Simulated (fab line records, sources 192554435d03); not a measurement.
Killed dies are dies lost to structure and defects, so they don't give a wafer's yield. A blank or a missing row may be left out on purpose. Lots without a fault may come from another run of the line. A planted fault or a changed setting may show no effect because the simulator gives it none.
Chamber matching | flow n5_finfet | N5_HKMG_FIN_ETCH_58 on rie_diel-04: 4 sister chambers
The step etches SOC in N2/H2, target depth 215.8 nm, time 741 s. 4 wafers are shown with their chamber, then 12 later ones without.

WAFERS WITH THEIR CHAMBER
wafer  | chamber | showerhead_plenum_p_Torr (Torr)
L085.2 | 2       | 2.48
L085.6 | 1       | 2.41
L087.5 | 3       | 2.52
L087.6 | 0       | 2.70

WAFERS WITHOUT THEIR CHAMBER
wafer  | showerhead_plenum_p_Torr (Torr)
L093.3 | 2.48
L093.5 | 2.48
L093.6 | 2.41
L094.1 | 2.52
L094.2 | 2.48
L094.4 | 2.69
L095.2 | 2.41
L095.5 | 2.41
L095.6 | 2.47
L097.2 | 2.69
L097.4 | 2.52
L097.6 | 2.47

WHICH CHAMBER EACH WENT THROUGH
wafer  | from the rows above | in truth
L093.3 | 2                   | 2
L093.5 | 2                   | 2
L093.6 | 1                   | 1
L094.1 | 3                   | 3
L094.2 | 2                   | 2
L094.4 | 0                   | 0
L095.2 | 1                   | 1
L095.5 | 1                   | 1
L095.6 | 2                   | 2
L097.2 | 0                   | 0
L097.4 | 3                   | 3
L097.6 | 2                   | 2
Placed correctly: 12 of 12. Can't be placed from these rows: 0. Placed wrongly: 0.
How it was worked out, from the rows above alone: a wafer's distance from a chamber is the root of the sum, over the readings, of the square of ((its reading less the chamber's mean) divided by the reading's scatter). The wafer belongs to the nearest chamber; if the next one is less than 2 further off, it can't be placed. A chamber's mean is the mean of its shown wafers. The scatter: with one shown wafer a chamber, the root of the mean of the squares of how far each hidden wafer lies from its nearest shown one.
